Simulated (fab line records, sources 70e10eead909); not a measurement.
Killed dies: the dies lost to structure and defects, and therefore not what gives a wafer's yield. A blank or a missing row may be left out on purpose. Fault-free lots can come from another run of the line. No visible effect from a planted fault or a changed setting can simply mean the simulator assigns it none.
Matching of chambers	flow nandHarc	NHARC_A_CHANNEL_HOLE_D1_ETCH_44 on rieDiel-08 has 4 sister chambers
The step etches the open film in CF4/O2, target depth 140 nm, overetch 14 nm, time 77 s. 8 wafers are shown with their chamber, then 7 later ones without.

WAFERS WITH THEIR CHAMBER
wafer	chamber	drypumpMotorCurrentA (A)	showerheadPlenumPTorr (Torr)
L078.2	2	5.59	1.32
L079.2	3	5.81	1.33
L080.4	2	5.60	1.32
L082.1	0	5.34	1.36
L082.5	1	5.56	1.39
L082.6	0	5.35	1.37
L083.1	1	5.59	1.39
L083.3	3	5.79	1.33

WAFERS WITH NO CHAMBER GIVEN
wafer	drypumpMotorCurrentA (A)	showerheadPlenumPTorr (Torr)
L083.4	5.37	1.36
L089.2	5.34	1.36
L089.3	5.59	1.39
L089.6	5.34	1.36
L090.1	5.84	1.32
L090.3	5.34	1.36
L090.6	5.57	1.31

EACH ONE'S CHAMBER
wafer	from the rows above	in truth
L083.4	0	0
L089.2	0	0
L089.3	1	1
L089.6	0	0
L090.1	3	3
L090.3	0	0
L090.6	2	2
Correct placement for 7 of the 7. From these rows, 0 cannot be placed. Placed wrongly: 0.
How it was worked out, from the rows above alone: a wafer's distance from a chamber is the root of the sum, over the readings, of the square of ((its reading less the chamber's mean) divided by the reading's scatter). The wafer belongs to the nearest chamber; if the next one is less than 2 further off, it can't be placed. A chamber's mean is the mean of its shown wafers. The scatter: take each reading less its chamber's mean, square it, sum over the shown wafers, divide by the number of wafers less the number of chambers, and take the root.
